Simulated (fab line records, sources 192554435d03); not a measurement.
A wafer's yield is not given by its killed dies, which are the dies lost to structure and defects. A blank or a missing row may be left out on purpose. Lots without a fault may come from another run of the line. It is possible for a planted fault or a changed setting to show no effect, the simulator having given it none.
Which tool was responsible? / flow n5_finfet / 24 lots with 72 wafers sampled at 4 steps, on a route of 1938 steps

## WHAT EACH GAUGE READ, for each wafer
N5_BEOL_M3_RS_MEAS_58: measurement is done with a four-point probe. Usual: M3_RS gives 0.66 ohm/sq (standard deviation 0.034).
lot=L074; measured=day 7 08:18; on=film_metro-02; M3_RS (ohm/sq)=0.63 0.68 0.64; flag=
lot=L075; measured=day 7 14:04; on=film_metro-01; M3_RS (ohm/sq)=0.68 0.67 0.67; flag=
lot=L077; measured=day 8 00:20; on=film_metro-01; M3_RS (ohm/sq)=0.69 0.65 0.60; flag=
lot=L076; measured=day 8 04:05; on=film_metro-02; M3_RS (ohm/sq)=0.62 0.65 0.68; flag=
lot=L078; measured=day 9 04:51; on=film_metro-02; M3_RS (ohm/sq)=0.61 0.74 0.69; flag=
lot=L079; measured=day 9 11:20; on=film_metro-02; M3_RS (ohm/sq)=0.69 0.67 0.66; flag=
lot=L080; measured=day 9 18:04; on=film_metro-02; M3_RS (ohm/sq)=0.67 0.65 0.64; flag=
lot=L081; measured=day 9 21:38; on=film_metro-02; M3_RS (ohm/sq)=0.66 0.65 0.63; flag=
lot=L082; measured=day 9 22:59; on=film_metro-02; M3_RS (ohm/sq)=0.65 0.67 0.60; flag=
lot=L083; measured=day 10 06:02; on=film_metro-02; M3_RS (ohm/sq)=0.68 0.63 0.63; flag=
lot=L084; measured=day 10 08:32; on=film_metro-02; M3_RS (ohm/sq)=0.71 0.68 0.68; flag=
lot=L086; measured=day 10 12:14; on=film_metro-01; M3_RS (ohm/sq)=0.62 0.60 0.67; flag=
lot=L085; measured=day 10 14:54; on=film_metro-01; M3_RS (ohm/sq)=0.68 0.64 0.62; flag=
lot=L088; measured=day 11 02:44; on=film_metro-02; M3_RS (ohm/sq)=0.69 0.57 0.58; flag=
lot=L087; measured=day 11 09:10; on=film_metro-01; M3_RS (ohm/sq)=0.68 0.61 0.63; flag=
lot=L090; measured=day 11 17:47; on=film_metro-01; M3_RS (ohm/sq)=0.72 0.67 0.67; flag=
lot=L089; measured=day 12 01:37; on=film_metro-01; M3_RS (ohm/sq)=0.73 0.66 0.70; flag=
lot=L091; measured=day 12 07:10; on=film_metro-02; M3_RS (ohm/sq)=0.64 0.61 0.62; flag=
lot=L092; measured=day 12 09:18; on=film_metro-01; M3_RS (ohm/sq)=0.66 0.70 0.68; flag=
lot=L093; measured=day 12 09:51; on=film_metro-02; M3_RS (ohm/sq)=0.66 0.61 0.64; flag=
lot=L094; measured=day 13 01:29; on=film_metro-01; M3_RS (ohm/sq)=0.72 0.65 0.68; flag=
lot=L095; measured=day 13 13:15; on=film_metro-01; M3_RS (ohm/sq)=0.67 0.61 0.63; flag=
lot=L096; measured=day 13 13:16; on=film_metro-02; M3_RS (ohm/sq)=0.67 0.63 0.69; flag=
lot=L097; measured=day 13 18:48; on=film_metro-01; M3_RS (ohm/sq)=0.66 0.65 0.66; flag=

N5_BEOL_M4_INSPECT_13: inspects for defects (brightfield). Usual: raw_defect_count at 425, with a standard deviation of 100.
lot=L074; measured=day 7 09:19; on=defect_inspect-01; raw_defect_count=317 311 319; flag=
lot=L075; measured=day 7 15:37; on=defect_inspect-01; raw_defect_count=390 363 394; flag=
lot=L077; measured=day 8 01:11; on=defect_inspect-01; raw_defect_count=309 455 404; flag=
lot=L076; measured=day 8 08:46; on=defect_inspect-02; raw_defect_count=445 272 333; flag=
lot=L078; measured=day 9 05:59; on=defect_inspect-01; raw_defect_count=424 346 270; flag=
lot=L079; measured=day 9 12:18; on=defect_inspect-01; raw_defect_count=819 670 660; flag=
lot=L080; measured=day 9 19:07; on=defect_inspect-01; raw_defect_count=319 474 328; flag=
lot=L081; measured=day 9 23:14; on=defect_inspect-02; raw_defect_count=483 524 650; flag=
lot=L082; measured=day 10 00:16; on=defect_inspect-02; raw_defect_count=563 393 391; flag=
lot=L083; measured=day 10 08:11; on=defect_inspect-01; raw_defect_count=437 406 414; flag=
lot=L084; measured=day 10 10:57; on=defect_inspect-02; raw_defect_count=502 404 355; flag=
lot=L086; measured=day 10 14:59; on=defect_inspect-01; raw_defect_count=384 378 560; flag=
lot=L085; measured=day 10 16:22; on=defect_inspect-01; raw_defect_count=379 296 405; flag=
lot=L088; measured=day 11 05:41; on=defect_inspect-02; raw_defect_count=447 365 447; flag=
lot=L087; measured=day 11 12:07; on=defect_inspect-01; raw_defect_count=504 492 587; flag=
lot=L090; measured=day 11 19:27; on=defect_inspect-01; raw_defect_count=513 445 610; flag=
lot=L089; measured=day 12 02:56; on=defect_inspect-02; raw_defect_count=501 330 341; flag=
lot=L091; measured=day 12 11:03; on=defect_inspect-01; raw_defect_count=480 414 427; flag=
lot=L092; measured=day 12 11:13; on=defect_inspect-01; raw_defect_count=555 446 466; flag=
lot=L093; measured=day 12 11:25; on=defect_inspect-01; raw_defect_count=498 363 397; flag=
lot=L094; measured=day 13 02:22; on=defect_inspect-02; raw_defect_count=448 527 441; flag=
lot=L095; measured=day 13 14:46; on=defect_inspect-02; raw_defect_count=373 407 291; flag=
lot=L096; measured=day 13 14:55; on=defect_inspect-02; raw_defect_count=305 388 440; flag=
lot=L097; measured=day 13 21:55; on=defect_inspect-02; raw_defect_count=402 440 405; flag=

## TOOL THAT RAN EACH LOT (tool first, then ch and the chambers of the sampled wafers, then the start)
lot=L074; N5_BEOL_M3_ANNEAL_91=pvd_sputter-01, day 7 06:37; N5_BEOL_M3_PRE_CLEAN_60=cvd_co-01 ch 0,1, day 7 08:02
lot=L075; N5_BEOL_M3_ANNEAL_91=pvd_sputter-01, day 7 12:26; N5_BEOL_M3_PRE_CLEAN_60=cvd_co-02 ch 0,1,2, day 7 13:50
lot=L077; N5_BEOL_M3_ANNEAL_91=pvd_sputter-03, day 7 22:35; N5_BEOL_M3_PRE_CLEAN_60=cvd_co-02 ch 0,1,2, day 8 00:07
lot=L076; N5_BEOL_M3_ANNEAL_91=pvd_sputter-02, day 8 02:31; N5_BEOL_M3_PRE_CLEAN_60=cvd_co-02 ch 0,1,2, day 8 03:53
lot=L078; N5_BEOL_M3_ANNEAL_91=pvd_sputter-02, day 9 03:13; N5_BEOL_M3_PRE_CLEAN_60=cvd_co-02 ch 0,1,2, day 9 04:38
lot=L079; N5_BEOL_M3_ANNEAL_91=pvd_sputter-03, day 9 09:41; N5_BEOL_M3_PRE_CLEAN_60=cvd_co-01 ch 0,1, day 9 11:05
lot=L080; N5_BEOL_M3_ANNEAL_91=pvd_sputter-03, day 9 16:26; N5_BEOL_M3_PRE_CLEAN_60=cvd_co-01 ch 0,1, day 9 17:50
lot=L081; N5_BEOL_M3_ANNEAL_91=pvd_sputter-02, day 9 20:01; N5_BEOL_M3_PRE_CLEAN_60=cvd_co-02 ch 1,2, day 9 21:25
lot=L082; N5_BEOL_M3_ANNEAL_91=pvd_sputter-01, day 9 21:21; N5_BEOL_M3_PRE_CLEAN_60=cvd_co-02 ch 0,1, day 9 22:46
lot=L083; N5_BEOL_M3_ANNEAL_91=pvd_sputter-03, day 10 04:22; N5_BEOL_M3_PRE_CLEAN_60=cvd_co-01 ch 0,1,2, day 10 05:49
lot=L084; N5_BEOL_M3_ANNEAL_91=pvd_sputter-02, day 10 06:52; N5_BEOL_M3_PRE_CLEAN_60=cvd_co-01 ch 0,1,2, day 10 08:19
lot=L086; N5_BEOL_M3_ANNEAL_91=pvd_sputter-02, day 10 10:07; N5_BEOL_M3_PRE_CLEAN_60=cvd_co-01 ch 1,2, day 10 12:01
lot=L085; N5_BEOL_M3_ANNEAL_91=pvd_sputter-01, day 10 13:14; N5_BEOL_M3_PRE_CLEAN_60=cvd_co-02 ch 0,1, day 10 14:40
lot=L088; N5_BEOL_M3_ANNEAL_91=pvd_sputter-03, day 11 01:07; N5_BEOL_M3_PRE_CLEAN_60=cvd_co-01 ch 1,2, day 11 02:31
lot=L087; N5_BEOL_M3_ANNEAL_91=pvd_sputter-03, day 11 07:32; N5_BEOL_M3_PRE_CLEAN_60=cvd_co-02 ch 0,2, day 11 08:56
lot=L090; N5_BEOL_M3_ANNEAL_91=pvd_sputter-03, day 11 16:10; N5_BEOL_M3_PRE_CLEAN_60=cvd_co-02 ch 0,1,2, day 11 17:34
lot=L089; N5_BEOL_M3_ANNEAL_91=pvd_sputter-02, day 11 23:52; N5_BEOL_M3_PRE_CLEAN_60=cvd_co-01 ch 0,1,2, day 12 01:16
lot=L091; N5_BEOL_M3_ANNEAL_91=pvd_sputter-03, day 12 05:31; N5_BEOL_M3_PRE_CLEAN_60=cvd_co-01 ch 0,1,2, day 12 06:56
lot=L092; N5_BEOL_M3_ANNEAL_91=pvd_sputter-01, day 12 07:38; N5_BEOL_M3_PRE_CLEAN_60=cvd_co-02 ch 1,2, day 12 09:02
lot=L093; N5_BEOL_M3_ANNEAL_91=pvd_sputter-03, day 12 08:14; N5_BEOL_M3_PRE_CLEAN_60=cvd_co-01 ch 0,1,2, day 12 09:38
lot=L094; N5_BEOL_M3_ANNEAL_91=pvd_sputter-01, day 12 23:52; N5_BEOL_M3_PRE_CLEAN_60=cvd_co-02 ch 0,2, day 13 01:16
lot=L095; N5_BEOL_M3_ANNEAL_91=pvd_sputter-01, day 13 11:35; N5_BEOL_M3_PRE_CLEAN_60=cvd_co-02 ch 0,1,2, day 13 13:00
lot=L096; N5_BEOL_M3_ANNEAL_91=pvd_sputter-03, day 13 11:36; N5_BEOL_M3_PRE_CLEAN_60=cvd_co-01 ch 0,1, day 13 13:00
lot=L097; N5_BEOL_M3_ANNEAL_91=pvd_sputter-02, day 13 17:07; N5_BEOL_M3_PRE_CLEAN_60=cvd_co-02 ch 1,2, day 13 18:32
- N5_BEOL_M3_ANNEAL_91: time 240 s.
- N5_BEOL_M3_PRE_CLEAN_60: time 15 s.

## WHAT THE TOOLS THEMSELVES READ (means of the sampled wafers that have a number; where no wafer has one, the mark that the record gives instead)
N5_BEOL_M3_ANNEAL_91. Usual: heater_power_w at 822 W, with a standard deviation of 62.
lot=L074; tool=pvd_sputter-01; heater_power_w (W)=837; flag=
lot=L075; tool=pvd_sputter-01; heater_power_w (W)=827; flag=
lot=L077; tool=pvd_sputter-03; heater_power_w (W)=826; flag=
lot=L076; tool=pvd_sputter-02; heater_power_w (W)=838; flag=
lot=L078; tool=pvd_sputter-02; heater_power_w (W)=834; flag=
lot=L079; tool=pvd_sputter-03; heater_power_w (W)=779; flag=
lot=L080; tool=pvd_sputter-03; heater_power_w (W)=783; flag=
lot=L081; tool=pvd_sputter-02; heater_power_w (W)=833; flag=
lot=L082; tool=pvd_sputter-01; heater_power_w (W)=843; flag=
lot=L083; tool=pvd_sputter-03; heater_power_w (W)=800; flag=
lot=L084; tool=pvd_sputter-02; heater_power_w (W)=797; flag=
lot=L086; tool=pvd_sputter-02; heater_power_w (W)=829; flag=
lot=L085; tool=pvd_sputter-01; heater_power_w (W)=837; flag=
lot=L088; tool=pvd_sputter-03; heater_power_w (W)=885; flag=
lot=L087; tool=pvd_sputter-03; heater_power_w (W)=801; flag=
lot=L090; tool=pvd_sputter-03; heater_power_w (W)=770; flag=
lot=L089; tool=pvd_sputter-02; heater_power_w (W)=802; flag=
lot=L091; tool=pvd_sputter-03; heater_power_w (W)=846; flag=
lot=L092; tool=pvd_sputter-01; heater_power_w (W)=824; flag=
lot=L093; tool=pvd_sputter-03; heater_power_w (W)=841; flag=
lot=L094; tool=pvd_sputter-01; heater_power_w (W)=790; flag=
lot=L095; tool=pvd_sputter-01; heater_power_w (W)=851; flag=
lot=L096; tool=pvd_sputter-03; heater_power_w (W)=872; flag=
lot=L097; tool=pvd_sputter-02; heater_power_w (W)=834; flag=

N5_BEOL_M3_PRE_CLEAN_60. Usual: heater_power_w at 76 W, with a standard deviation of 31.
lot=L074; tool=cvd_co-01; heater_power_w (W)=88; flag=
lot=L075; tool=cvd_co-02; heater_power_w (W)=71; flag=
lot=L077; tool=cvd_co-02; heater_power_w (W)=73; flag=
lot=L076; tool=cvd_co-02; heater_power_w (W)=71; flag=
lot=L078; tool=cvd_co-02; heater_power_w (W)=72; flag=
lot=L079; tool=cvd_co-01; heater_power_w (W)=91; flag=
lot=L080; tool=cvd_co-01; heater_power_w (W)=104; flag=
lot=L081; tool=cvd_co-02; heater_power_w (W)=55; flag=
lot=L082; tool=cvd_co-02; heater_power_w (W)=66; flag=
lot=L083; tool=cvd_co-01; heater_power_w (W)=77; flag=
lot=L084; tool=cvd_co-01; heater_power_w (W)=80; flag=
lot=L086; tool=cvd_co-01; heater_power_w (W)=65; flag=
lot=L085; tool=cvd_co-02; heater_power_w (W)=48; flag=
lot=L088; tool=cvd_co-01; heater_power_w (W)=65; flag=
lot=L087; tool=cvd_co-02; heater_power_w (W)=96; flag=
lot=L090; tool=cvd_co-02; heater_power_w (W)=72; flag=
lot=L089; tool=cvd_co-01; heater_power_w (W)=79; flag=
lot=L091; tool=cvd_co-01; heater_power_w (W)=79; flag=
lot=L092; tool=cvd_co-02; heater_power_w (W)=54; flag=
lot=L093; tool=cvd_co-01; heater_power_w (W)=81; flag=
lot=L094; tool=cvd_co-02; heater_power_w (W)=96; flag=
lot=L095; tool=cvd_co-02; heater_power_w (W)=72; flag=
lot=L096; tool=cvd_co-01; heater_power_w (W)=89; flag=
lot=L097; tool=cvd_co-02; heater_power_w (W)=55; flag=

## THE ANSWER, worked out from the rows above alone
Rule: a lot is off if the mean of its wafers that have a number lies more than 3 standard deviations from the usual mean. A lot without any number at a reading at which 4 lots or more have one is off too. Any other lot the step has rows for is counted as sound. The gauges are gone through in route order, then the tools' own readings, and for those a lot's mean is taken as printed above. At the first step where some lot is off, the reading lying furthest off is the one used; lots without a number count as furthest.
Across all readings shown, no lot is off: no conclusion can be drawn from this.

## WHAT WAS PUT IN BY THE SIMULATOR
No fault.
